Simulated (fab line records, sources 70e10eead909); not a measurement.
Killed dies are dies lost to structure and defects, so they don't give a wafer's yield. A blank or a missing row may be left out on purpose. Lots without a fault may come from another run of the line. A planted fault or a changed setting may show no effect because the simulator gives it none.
A struck lot beside a sound one | flow nand_harc | 15 steps out of a route of 1302
Sound: wafers L481.3, L481.4, L481.6. Struck: wafers L478.1, L478.3, L478.4. The cause comes at the end.
At each step with rows: each side's tool, then ch and its chambers, then its first start. Under that, the readings that differ: sound wafers | struck wafers | difference of the means | sigmas: that difference in standard deviations of wafers without a fault.
alike: readings whose means differ by less than 2 such deviations, and words and numbers that are the same on both sides. not compared: withheld readings, readings that some wafer has no value for, bounds like >300 that may hide the same value, and numbers for which the record gives no deviation and whose values overlap.
The two part at a step that has a row with sigmas, a row that says differs or no value, or rows on one side only. Numbers that don't overlap but have no deviation are shown without sigmas and don't part them. A reading that every wafer of one side lacks parts them only if that side has two wafers or more.

NHARC_P_M1_OVL_MEAS_10: pitch 260 nm.
  sound on overlay-01, day 14 00:54; struck on overlay-01, day 13 03:05
  alike: overlay_x_nm, overlay_y_nm
NHARC_P_M1_INSPECT_11:
  sound on defect_inspect-01, day 14 00:56; struck on defect_inspect-02, day 13 03:07
  alike: raw_defect_count
then, 1 step without rows for these wafers: NHARC_P_M1_DESCUM_14 (chemistry O2, time 3 s).
NHARC_P_M1_ETCH_35: etches the open film in N2/H2, target depth 40 nm, overetch 12 nm, time 43.94 s.
  sound on rie_diel-10 ch 1,3, day 14 01:05; struck on rie_diel-06 ch 0,1,2, day 13 03:16
  alike: drypump_motor_current_A, oes_product_au, rf_fwd_power_W, rf_vpp_V, showerhead_plenum_p_Torr, throttle_valve_pct
  not compared: rf_hours_counter_h
NHARC_P_M1_ETCH_15: etches the open film in C4F8/Ar, target depth 182.5 nm, time 91.2 s.
  sound on rie_diel-10 ch 1,3; struck on rie_diel-06 ch 1,2,3
  reading               | sound             | struck            | difference | sigmas
  oes_product_au (a.u.) | 0.986 0.966 0.965 | 0.922 0.928 0.934 | -0.044     | -2
  alike: rf_fwd_power_W, rf_vpp_V
  not compared: rf_hours_counter_h
NHARC_P_M1_CD_MEAS_16:
  sound on cd_sem-02, day 14 01:19; struck on cd_sem-02, day 13 03:29
  alike: cd_nm
NHARC_P_M1_STRIP_18: strips in N2/H2.
  sound on rie_diel-02 ch 1,3, day 14 01:29; struck on rie_diel-10 ch 0,1,3, day 13 03:34
  reading                | sound | struck | difference                   | sigmas
  rf_hours_counter_h (h) | - - - | 5 1 5  | no value on the sound wafers |
  alike: drypump_motor_current_A, oes_product_au, rf_fwd_power_W, rf_vpp_V, showerhead_plenum_p_Torr, throttle_valve_pct
NHARC_P_M1_ETCH_28: etches the open film in CF4/N2, target depth 30 nm, time 72.99 s.
  sound on rie_diel-02 ch 1,3, day 14 01:49; struck on rie_diel-10 ch 0,1,2
  reading                | sound             | struck            | difference                   | sigmas
  oes_product_au (a.u.)  | 0.989 0.994 0.995 | 1.008 1.012 1.014 | +0.019                       | +2
  rf_fwd_power_W (W)     | 299.2 299.4 299.7 | 297.6 296.8 295.4 | -2.8                         | -2
  rf_hours_counter_h (h) | - - -             | 5 1 5             | no value on the sound wafers |
  alike: drypump_motor_current_A, rf_vpp_V, showerhead_plenum_p_Torr, throttle_valve_pct
then, 3 steps without rows for these wafers: NHARC_P_M1_STRIP_19 (strips in post etch residue remover, time 600 s); NHARC_P_M1_DEGAS_29 (time 60 s); NHARC_P_M1_PRE_CLEAN_30 (time 30 s).
NHARC_P_M1_PVD_20: deposits TaN, target thk 5 nm, time 8.06 s.
  sound on pvd_sputter-01; struck on pvd_sputter-03
  alike: bias_v, cathode_dc_power_W, throttle_valve_pct
NHARC_P_M1_PVD_21: deposits Cu, target thk 30 nm, time 20.49 s.
  sound on pvd_sputter-01, day 14 02:26; struck on pvd_sputter-03, day 13 04:25
  no value came back on the struck wafers for cathode_dc_power_W (W), chamber_pressure_pa (Pa), throttle_valve_pct (%); on the sound wafers cathode_dc_power_W (W) reads 5001.3 5000.0 4998.6
then, 1 step without rows for these wafers: NHARC_P_M1_ECD_22 (material Cu, target thk 400 nm).
-- the record jumps here: 18 days lie between the struck wafers' starts before and after (it left off in module P_M1 and takes up again in module END, whose first step shown is number 1302 of the route) --
NHARC_END_SORT_01:
  sound on prober-02 ch 0, day 32 22:34; struck on prober-02 ch 0, day 31 16:10
  reading                  | sound          | struck                                                               | difference                   | sigmas
  hold                     | - - -          | await_dispo/2.5h/scrap await_dispo/2.5h/scrap await_dispo/2.5h/scrap | no value on the sound wafers |
  defect_limited_yield (%) | 96.5 94.4 94.1 | 0 0 0                                                                | -95                          | -35
  killed_at_periphery      | 2 2 2          | 622 616 624                                                          | +619                         | +99 or more
  killed_dies              | 24 38 40       | 677 677 677                                                          | +643                         | +34
  alike: killed_at_array, killed_at_other, killed_open, killed_short

WHERE THEY PART
First at NHARC_P_M1_ETCH_15; last, within this record, at NHARC_END_SORT_01.

WHY: what the simulator had put in
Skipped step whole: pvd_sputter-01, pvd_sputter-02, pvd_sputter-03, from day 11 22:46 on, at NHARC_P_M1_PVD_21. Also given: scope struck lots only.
